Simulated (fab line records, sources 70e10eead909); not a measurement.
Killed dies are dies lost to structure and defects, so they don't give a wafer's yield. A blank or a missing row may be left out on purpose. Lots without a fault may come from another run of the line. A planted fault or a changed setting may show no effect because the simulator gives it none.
fab line records | flow nand_harc
record lots=7 wafers=18 last_day=24
route steps=1159 shown A_SLIT@802 A_SIN_REMOVE@804 A_WL_FILL@809 END@1159
lots that met no fault: from a run of the same line without faults
start_h: hours from the record's first day to the start of the lot's first wafer shown | wait_h: hours since the lot's step before | " the same as in the row above | L1.1+2: a row that stands for several wafers | - no value, or no start given | * or withheld: withheld | < > ~ a bound
route shown NAME@n: a module of which the file shows steps, and the number in the route of the first | usual: mean/standard deviation of fault-free wafers | same: alike in all rows | chamber/n: place in a boat | sites: the reading at each site | _std_site: their standard deviation | _edge_site: outer sites' mean less inner sites' | radius_mm: how far each site lies from the wafer's centre | mask NAME#n: copy n | behind: the tool/chamber that last shaped the wafer | hold: why the lot was held/for how many hours/how that ended | device: the transistor (n, p or np) that didn't switch | end of line: the same wafers' tests at the end of the route | a step without rows: its recipe alone | killed: dies lost to structure and defects at the first sort, not the wafer's yield | map: a wafer's dies, x killed, . not, _ none there
set.NAME: the setting as run; set.NAME@STEP: as run at that earlier step | model.NAME: the simulator's own value behind a step, which no gauge read
lots at some steps of the route; a table a step, a row a wafer
services: from which hour (start_h, from the record's first day; less than 0 if before it) a tool's chamber was out of use, for how many hours, and why
## steps
# step NHARC_A_SLIT_SRD_20
# step NHARC_A_SLIT_CD_MEAS_21
# usual cd_nm=289.8/0.99
# columns lot.wafer tool chamber start_h wait_h cd_nm
L906.3 cd_sem-01 - 327.84 - 289.6
L906.5 " - " " 290.5
L906.6 " - " " 289.0
L908.1 cd_sem-01 - 340.60 - 289.9
L908.2 " - " " 290.3
L908.4 " - " " 289.5
L914.2 cd_sem-01 - 381.03 - 289.9
L914.3 " - " " 290.8
L914.6 " - " " 289.4
L920.2 cd_sem-02 - 420.75 - 290.1
L920.4 " - " " 289.0
L923.2 cd_sem-02 - 427.03 - 288.3
L923.4 " - " " 288.4
L924.2 cd_sem-02 - 427.80 - 290.4
L924.5 " - " " 289.6
L927.1 cd_sem-01 - 470.66 - 289.8
L927.4 " - " " 289.2
L927.6 " - " " 289.7
# step NHARC_A_SIN_REMOVE_WET_00
# recipe temp_c=160 time_s=15300 chemistry=H3PO4
# step NHARC_A_SIN_REMOVE_PRECLEAN_01
# recipe time_s=* temp_c=50 bath_age_min=0 chemistry=SC1
# step NHARC_A_SIN_REMOVE_SRD_02
# step NHARC_A_SIN_REMOVE_INSPECT_04
# usual raw_defect_count=283/72
# columns lot.wafer tool chamber start_h wait_h raw_defect_count
L906.3 defect_inspect-02 - 335.52 0.0 226
L906.5 " - " " 179
L906.6 " - " " 310
L908.1 defect_inspect-01 - 348.25 0.0 596
L908.2 " - " " 406
L908.4 " - " " 411
L914.2 defect_inspect-01 - 387.75 0.0 205
L914.3 " - " " 271
L914.6 " - " " 178
L920.2 defect_inspect-01 - 428.44 0.0 324
L920.4 " - " " 343
L923.2 defect_inspect-01 - 434.73 0.0 296
L923.4 " - " " 243
L924.2 defect_inspect-02 - 434.73 0.0 311
L924.5 " - " " 263
L927.1 defect_inspect-02 - 476.71 0.0 437
L927.4 " - " " 283
L927.6 " - " " 253
# step NHARC_A_WL_FILL_ALD_00
# recipe target_thk_a=30 pulse_time_s=3 ald_cycles=30 temp_c=300 material=Al2O3
# usual heater_power_w=462/36 precursor_pulse_height_rel=0.999/0.019
# same ald_cycles=30
# columns lot.wafer tool chamber start_h wait_h heater_power_w precursor_pulse_height_rel
L906.3 ald_hk-02 2 335.66 0.1 434 0.981
L906.5 " 3 " " 463 1.000
L906.6 " 0 " " 461 1.011
L908.4 ald_hk-01 3 349.70 1.4 463 1.028
L908.2 " 0 " " 392 1.018
L908.1 " 2 " " 474 1.007
L914.3 ald_hk-04 1 387.93 0.2 513 1.004
L914.2 " 2 " " 501 0.988
L914.6 " 0 " " 428 1.030
L920.2 ald_hk-01 1 428.56 0.1 480 1.025
L920.4 " 2 " " 482 0.970
L923.2 ald_hk-01 1 434.85 0.1 474 0.978
L923.4 " 2 " " 483 1.015
L924.2 ald_hk-04 1 434.88 0.1 519 1.011
L924.5 " 3 " " 486 0.985
L927.1 ald_hk-01 2 476.97 0.3 469 1.032
L927.4 " 3 " " 437 0.993
L927.6 " 3 " " 440 1.038
# step NHARC_A_WL_FILL_RTA_01
# recipe temp_c=1000 time_s=5
# usual lamp_power_pct=28.9/1.2 lamp_zone_6_pct=28.9/1.2 wafer_temp_C_max=1003.8/0.82
# columns lot.wafer tool chamber start_h wait_h lamp_power_pct lamp_zone_6_pct wafer_temp_C_max
L906.3 rtp_anneal-01 0 335.89 - 27.9 27.8 1003.5
L906.5 " 0 " " 27.8 27.8 1005.3
L906.6 " 0 " " 27.9 27.8 1004.7
L908.1 rtp_anneal-01 0 350.11 - 27.8 27.7 1006.1
L908.2 " 0 " " 27.8 27.8 1004.0
L908.4 " 0 " " 27.9 27.8 1005.4
L914.2 rtp_anneal-02 0 388.27 0.2 30.2 30.2 1003.5
L914.3 " 0 " " 30.3 30.3 1003.6
L914.6 " 0 " " 30.2 30.2 1003.8
L920.2 rtp_anneal-01 0 428.80 - 27.9 27.8 1003.8
L920.4 " 0 " " 27.9 27.8 1004.1
L924.2 rtp_anneal-01 0 435.09 - 27.9 27.7 1003.6
L924.5 " 0 " " 27.8 27.8 1004.9
L923.2 rtp_anneal-02 0 435.09 - 30.3 30.2 1004.1
L923.4 " 0 " " 30.2 30.2 1004.3
L927.1 rtp_anneal-01 0 477.39 - 27.8 27.7 1002.1
L927.4 " 0 " " 27.8 27.8 1004.1
L927.6 " 0 " " 27.8 27.7 1004.2
# step NHARC_A_WL_FILL_ALD_02
# recipe target_thk_a=20 pulse_time_s=3 ald_cycles=100 temp_c=450 material=TiN
# usual heater_power_w=1095/96 precursor_pulse_height_rel=0.999/0.019
# same ald_cycles=100
# columns lot.wafer tool chamber start_h wait_h heater_power_w precursor_pulse_height_rel
L906.3 ald_metal-03 1 336.09 0.2 1135 1.021
L906.6 " 0 " " 1161 1.015
L906.5 " 1 " " 1146 0.995
L908.2 ald_metal-03 3 350.36 0.2 1130 0.974
L908.4 " 0 " " 1134 1.001
L908.1 " 1 " " 1159 0.986
L914.3 ald_metal-04 3 388.50 0.2 917 1.061
L914.2 " 0 " " 1116 1.007
L914.6 " 2 " " 1183 1.001
L920.2 ald_metal-03 2 428.99 0.2 1096 1.019
L920.4 " 0 " " 1144 1.001
L924.2 ald_metal-03 2 435.28 0.2 1133 0.995
L924.5 " 2 " " 1125 1.018
L923.4 ald_metal-01 2 435.28 0.1 1187 0.995
L923.2 " 1 " " 907 0.974
L927.4 ald_metal-04 0 477.64 0.1 1043 1.012
L927.1 " 1 " " 1159 1.001
L927.6 " 3 " " 873 0.987
# step NHARC_A_WL_FILL_CVD_03
# recipe target_thk_a=400 temp_c=300 pressure_torr=40 wf6_flow_sccm=40 h2_flow_sccm=1600 ar_flow_sccm=1560 time_s=3302 material=W
# usual heater_power_w=454/26 mfc_ar_sccm=1561/4.5 throttle_valve_pct=8.13/0.24
# columns lot.wafer tool chamber start_h wait_h heater_power_w mfc_ar_sccm throttle_valve_pct
L906.3 cvd_w-01 0 338.30 1.9 431 1560 8.20
L906.5 " 1 " " 479 1570 8.41
L906.6 " 0 " " 436 1562 8.30
L908.2 cvd_w-01 0 357.24 6.5 417 1564 8.26
L908.1 " 1 " " 478 1560 8.67
L908.4 " 1 " " 485 1562 7.95
L914.2 cvd_w-02 1 396.89 8.0 436 1564 7.67
L914.3 " 1 " " 428 1558 7.72
L914.6 " 1 " " 443 1565 8.00
L920.2 cvd_w-02 0 433.62 4.2 471 1569 8.12
L920.4 " 0 " " 464 1565 8.26
L924.2 cvd_w-01 1 437.29 1.6 483 1564 8.25
L924.5 " 1 439.18 3.5 479 1571 8.23
L923.2 cvd_w-01 1 440.12 4.4 485 1560 8.46
L923.4 " 1 " " 484 1565 8.38
L927.1 cvd_w-02 1 480.71 2.7 446 1564 8.02
L927.4 " 1 " " 437 1566 7.91
L927.6 " 1 " " 442 1558 7.84
# step NHARC_A_WL_FILL_ETCHBACK_04
# recipe target_depth_a=600 time_s=120 chemistry=NF3
# usual drypump_motor_current_A=5.60/0.17 oes_product_au=1.001/0.011 run_length_s=141.6/0.5
# columns lot.wafer tool chamber start_h wait_h drypump_motor_current_A oes_product_au rf_hours_counter_h run_length_s
L906.3 rie_metal-03 0 340.29 1.5 5.46 1.009 - 142.1
L906.5 " 1 " " 5.59 0.994 - 142.0
L906.6 " 0 " " 5.44 1.009 - 142.0
L908.2 rie_metal-03 0 360.54 2.8 5.51 0.998 2.4 142.0
L908.1 " 1 " " 5.64 0.985 2.4 141.9
L908.4 " 0 " " 5.49 1.010 - 142.0
L914.2 rie_metal-03 0 400.19 2.8 5.46 1.010 3.3 142.4
L914.3 " 0 " " 5.47 1.004 - 142.3
L914.6 " 0 " " 5.48 1.011 - 142.1
L920.2 rie_metal-03 0 436.49 2.4 5.46 1.017 4.2 96.6
L920.4 " 1 " " 5.56 0.986 - 142.3
L924.2 rie_metal-03 1 440.63 2.9 5.58 0.974 4.4 96.9
L924.5 " 1 " " 5.60 0.984 - 96.7
L923.2 rie_metal-03 1 443.47 2.9 5.61 0.987 4.6 96.7
L923.4 " 1 " " 5.60 0.981 - 141.8
L927.1 rie_metal-01 1 483.97 2.8 5.79 1.017 4.1 141.1
L927.4 " 0 " " 5.80 0.996 - 141.1
L927.6 " 0 " " 5.81 1.001 - 140.8
# step NHARC_A_WL_FILL_ETCHBACK_05
# recipe target_depth_a=220 time_s=60 temp_c=40 chemistry=Cl2/BCl3
# usual drypump_motor_current_A=5.59/0.17 oes_product_au=1.001/0.011 run_length_s=81.6/0.51
# columns lot.wafer tool chamber start_h wait_h drypump_motor_current_A oes_product_au rf_hours_counter_h run_length_s
L906.3 rie_metal-03 0 340.47 0.1 5.45 0.997 - 81.7
L906.5 " 1 " " 5.61 0.979 - 82.5
L906.6 " 0 " " 5.49 1.004 - 82.5
L908.2 rie_metal-03 0 360.78 0.2 5.47 1.007 2.6 82.2
L908.1 " 1 " " 5.61 0.990 2.6 82.0
L908.4 " 1 " " 5.58 0.985 - 81.9
L914.2 rie_metal-03 0 400.41 0.2 5.45 1.007 3.4 82.0
L914.3 " 1 " " 5.60 0.995 - 81.8
L914.6 " 1 " " 5.59 0.997 - 82.6
L920.2 rie_metal-03 1 436.73 0.2 5.65 0.983 4.3 82.0
L920.4 " 1 " " 5.62 0.973 - 81.9
L924.2 rie_metal-03 0 440.87 0.2 5.50 1.003 4.6 81.9
L924.5 " 0 " " 5.48 1.004 - 82.1
L923.2 rie_metal-03 1 443.73 0.2 5.61 1.000 4.8 82.3
L923.4 " 1 " " 5.60 0.991 - 82.0
L927.1 rie_metal-01 1 484.22 0.2 5.80 1.030 4.3 80.7
L927.4 " 0 " " 5.79 0.988 - 81.0
L927.6 " 1 " " 5.79 1.014 - 80.9
# step NHARC_END_SORT_01
# recipe temp_c=25
# usual killed_at_array=24/8.4 killed_at_other=0.7/1.1 killed_at_periphery=2.9/1.7 killed_dies=27/8.6 killed_open=3.3/1.8 killed_short=1.8/1.4
# same gross_dies=677
# columns lot.wafer tool chamber start_h wait_h killed_at_array killed_at_other killed_at_periphery killed_dies killed_open killed_short
L908.1 prober-02 0 465.86 2.5 22 0 4 26 5 1
L920.2 prober-02 0 539.14 2.8 669 0 5 674 6 3
L920.4 prober-02 0 540.75 3.4 17 0 4 21 3 1
L924.2 prober-02 0 550.14 2.8 674 0 3 677 2 3
L924.5 prober-02 0 552.55 3.7 677 0 0 677 1 1
L923.2 prober-01 0 550.21 2.8 671 0 3 674 3 0
L927.1 prober-02 0 573.47 2.5 26 0 1 27 2 2
L927.4 prober-02 0 575.89 3.4 13 0 4 17 1 0
L927.6 prober-02 0 577.50 4.0 27 0 3 30 2 1
# killed by level:class
L908.1 A_CHANNEL_HOLE_D1:chamber_film_flake=15 P_M0:geometric_particle:open=2 P_M0:chamber_film_flake=2 A_ONON_D1:geometric_particle:open=1 A_ONON_D1:geometric_particle:short=1 A_CHANNEL_HOLE_D1:geometric_particle:open=1 A_M1:geometric_particle:open=1 A_SLIT:chamber_film_flake=1
L920.2 A_WL_FILL:area_etchback=641 A_SLIT:chamber_film_flake=7 A_CHANNEL_HOLE_D1:chamber_film_flake=6 A_STAIRCASE:chamber_film_flake=4 P_ZERO_WELL:chamber_film_flake=3 A_ONON_D1:geometric_particle:open=2 A_WL_FILL:geometric_particle:short=2 A_CONTACT:geometric_particle:open=2
L920.4 A_SLIT:chamber_film_flake=6 A_STAIRCASE:chamber_film_flake=5 A_CHANNEL_HOLE_D1:chamber_film_flake=3 P_ZERO_WELL:chamber_film_flake=2 P_CONTACT:geometric_particle:open=1 P_M0:geometric_particle:short=1 A_CHANNEL_FILL_D1:geometric_particle:open=1 A_WL_FILL:geometric_particle:open=1
L924.2 A_WL_FILL:area_etchback=638 A_CHANNEL_HOLE_D1:chamber_film_flake=19 A_CONTACT:chamber_film_flake=7 A_ZERO_WELL:chamber_film_flake=2 A_ONON_D1:geometric_particle:open=1 A_ONON_D1:geometric_particle:short=1 A_CHANNEL_HOLE_D1:geometric_particle:open=1 A_CHANNEL_FILL_D1:geometric_particle:short=1
L923.2 A_WL_FILL:area_etchback=642 A_SLIT:chamber_film_flake=9 A_CHANNEL_HOLE_D1:chamber_film_flake=6 A_M0:chamber_film_flake=5 A_CONTACT:chamber_film_flake=4 A_STAIRCASE:chamber_film_flake=3 P_M0:geometric_particle:open=1 A_CHANNEL_FILL_D1:geometric_particle:open=1
L924.5 A_WL_FILL:area_etchback=648 A_CHANNEL_HOLE_D1:chamber_film_flake=20 A_CONTACT:chamber_film_flake=5 A_STAIRCASE:chamber_film_flake=2 A_ONON_D1:geometric_particle:short=1 A_CHANNEL_FILL_D1:geometric_particle:open=1
L927.1 A_CHANNEL_HOLE_D1:chamber_film_flake=10 A_CONTACT:chamber_film_flake=7 A_CHANNEL_FILL_D1:chamber_film_flake=2 A_STAIRCASE:chamber_film_flake=2 A_ONON_D1:geometric_particle:open=1 A_CONTACT:geometric_particle:open=1 A_BLC:geometric_particle:short=1 A_M0:geometric_particle:short=1
L927.4 A_CHANNEL_HOLE_D1:chamber_film_flake=8 P_ZERO_WELL:chamber_film_flake=3 A_CONTACT:chamber_film_flake=2 P_GATE:geometric_particle:open=1 A_CHANNEL_FILL_D1:chamber_film_flake=1 A_STAIRCASE:chamber_film_flake=1 A_SLIT:chamber_film_flake=1
L927.6 A_CHANNEL_HOLE_D1:chamber_film_flake=12 A_CONTACT:chamber_film_flake=6 A_STAIRCASE:chamber_film_flake=3 A_SLIT:chamber_film_flake=3 P_ZERO_WELL:chamber_film_flake=2 P_M0:geometric_particle:open=1 A_SGD_CUT:geometric_particle:short=1 A_CONTACT:geometric_particle:open=1
# map L920.2 (x killed, . not)
____________x____________
_________xxxxxxx_________
_______xxxxxxxxxxx_______
______xxxxxxxxxxxxx______
_____xxxxxxxxxxxxxxx_____
____xxxxxxxxxxxxxxxxx____
____xxxxxxxxxxxxxxxxx____
___xxxxxxxxxxxxxxxxxxx___
___xxxxxxxxxxxxxxxxxxx___
__xxxxxxxxxxxxxxxxxxxxx__
__xxxxxxxxxxxxxxxxxxxxx__
_xxxxxxxxxxxxxxxxxxxxxxx_
_xxxxxxxxxxxxxxxxxxxxxxx_
_xxxxxxxxxxxxx.xxxxxxxxx_
_xxxxxxxxxxxxxxxxx.xxxxx_
_xxxxxxxxxxxxxxxxxxxxxxx_
xxxxxxxxxxxxxxxxxxxxxxxxx
xxxxxxxxxxxxxxxxxxxxxxxxx
xxxxxxxxxxxxxxxxxxxxxxxxx
xxxxxxxxxxxxxxxxxxxxxxxxx
xxxxxxxxxxxxxxxxxxxxxxxxx
_xxxxxxxxxxxxxxxxxxxxxxx_
_xxxxxxxxxx.xxxxxxxxxxxx_
_xxxxxxxxxxxxxxxxxxxxxxx_
_xxxxxxxxxxxxxxxxxxxxxxx_
_xxxxxxxxxxxxxxxxxxxxxxx_
__xxxxxxxxxxxxxxxxxxxxx__
__xxxxxxxxxxxxxxxxxxxxx__
___xxxxxxxxxxxxxxxxxxx___
___xxxxxxxxxxxxxxxxxxx___
____xxxxxxxxxxxxxxxxx____
____xxxxxxxxxxxxxxxxx____
_____xxxxxxxxxxxxxxx_____
______xxxxxxxxxxxxx______
_______xxxxxxxxxxx_______
_________xxxxxxx_________
____________x____________
# map L923.2 (x killed, . not)
____________x____________
_________xxxxxxx_________
_______xxxxxxxxxxx_______
______xxxxxxxxxxxxx______
_____xxxxxxxxxxxxxxx_____
____xxxxxxxxxxxxxxxxx____
____xxxxxxxxxxxxxxxxx____
___xxxxxxxxxxxxxxxxxxx___
___xxxxxxxxxxxxxxxxxxx___
__xxxxxxxxxxxxxxxxxxxxx__
__xxxxxxxxxxxxxxxxxxxxx__
_xxxxxxxxxxxxxxxxxxxxxxx_
_xxxxxxxxxxxxxxxxxxxxxxx_
_xxxxxxxxxxxxxxxxxxxxxxx_
_xxxxxxxxxxxxxxxxxxxxxxx_
_xxxxxxxxxxxxxxxxxxxxxxx_
xxxxxxxxxxxxxxxxxxxxxxxxx
xxxxxxxxxxxxxxxxxxxxxxxxx
xxxxxxxxxxxxxxxxxxxxxxxxx
xxxxxxxxxxxxxxxxxxxxxxxxx
xxxxxxxxxxxxxxxxxxxxxxxx.
_xxxxxxxxxxxxxxxxxxxxxxx_
_xxxxxxxxxxxxxxxxxxxxxxx_
_xxxxxxxxxxxxxxxxxxxxxxx_
_xxxxxxxxxxxxxxxxxxxxxxx_
_xxxxxxxxxxxxxxxxxxxxxxx_
__xxxxxxxxxxxxxxxxxxxxx__
__xxxxxxxxxxxxxxxxxxxxx__
___xxxxxxxxxxxxxxxxxxx___
___xxxxxxxxxxxxxxxxxxx___
____xxxxxxxxxxxxxxxxx____
____xxxxxxxxxxxxxxxxx____
_____xxxxxxx.xxxxxxx_____
______xxxxxxxxxxxxx______
_______x.xxxxxxxxx_______
_________xxxxxxx_________
____________x____________
## services
# columns tool chamber start_h hours kind
ald_metal-01 1 321.98 31.4 repair
ald_metal-03 - 322.00 10.0 pm
ald_metal-03 0 322.00 10.0 vent_cycle
ald_metal-03 1 322.00 10.0 vent_cycle
ald_metal-03 2 322.00 10.0 vent_cycle
ald_metal-03 3 322.00 10.0 vent_cycle
ald_metal-03 0 332.00 - clean
ald_metal-03 1 332.00 - clean
rie_metal-01 - 332.00 9.0 pm
cvd_w-02 1 345.76 4.9 repair
ald_hk-01 - 354.24 0.7 repair
ald_metal-01 1 365.15 8.1 repair
cvd_w-02 - 379.53 13.0 pm
ald_metal-04 - 406.00 10.0 pm
ald_metal-04 2 430.92 7.9 repair
rie_metal-03 - 453.00 9.0 pm
rie_metal-03 0 453.00 9.0 vent_cycle
rie_metal-03 1 453.00 9.0 vent_cycle
ald_hk-02 - 453.20 1.2 repair
ald_metal-01 - 458.00 10.0 pm
ald_hk-02 - 458.15 10.0 pm
rie_metal-03 0 462.00 - clean
rie_metal-03 1 462.00 - clean
cvd_w-01 - 476.13 13.0 pm
## key
first_sign step=NHARC_A_WL_FILL_ETCHBACK_04 reading=run_length_s direction=down sigmas=90 usual=* struck=*
effect step=NHARC_END_SORT_01 reading=killed_at_array direction=up sigmas=77 usual=24 struck=673
more_kills_born_at NHARC_A_WL_FILL_ETCHBACK_04@rie_metal-03=2569
met_at NHARC_A_WL_FILL_ETCHBACK_04
struck_wafers L920.2,L923.2,L924.2,L924.5
later_rows_left_out L920.2,L923.2,L924.2,L924.5
tester_left_out L920,L923,L924
onset_between 400.19 436.49
fault kind=process_parameter_drift tool=rie_metal-03 chamber=- onset_h=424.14 steps=NHARC_A_WL_FILL_ETCHBACK_04 channel=time_s offset=* shape=step end_h=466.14 scope=struck_wafers_only acts_in=* stated=*
# tester_left_out: of these lots the tester's yield and bins aren't shown, on N5 and GAA mostly nor the transistor test; their killed dies are dies lost to structure and defects alone, not to doping, threshold or leakage, so they don't give the yield
# later_rows_left_out: the simulator's readings of these wafers behind a module that went badly wrong aren't trusted and aren't shown, but for the sort
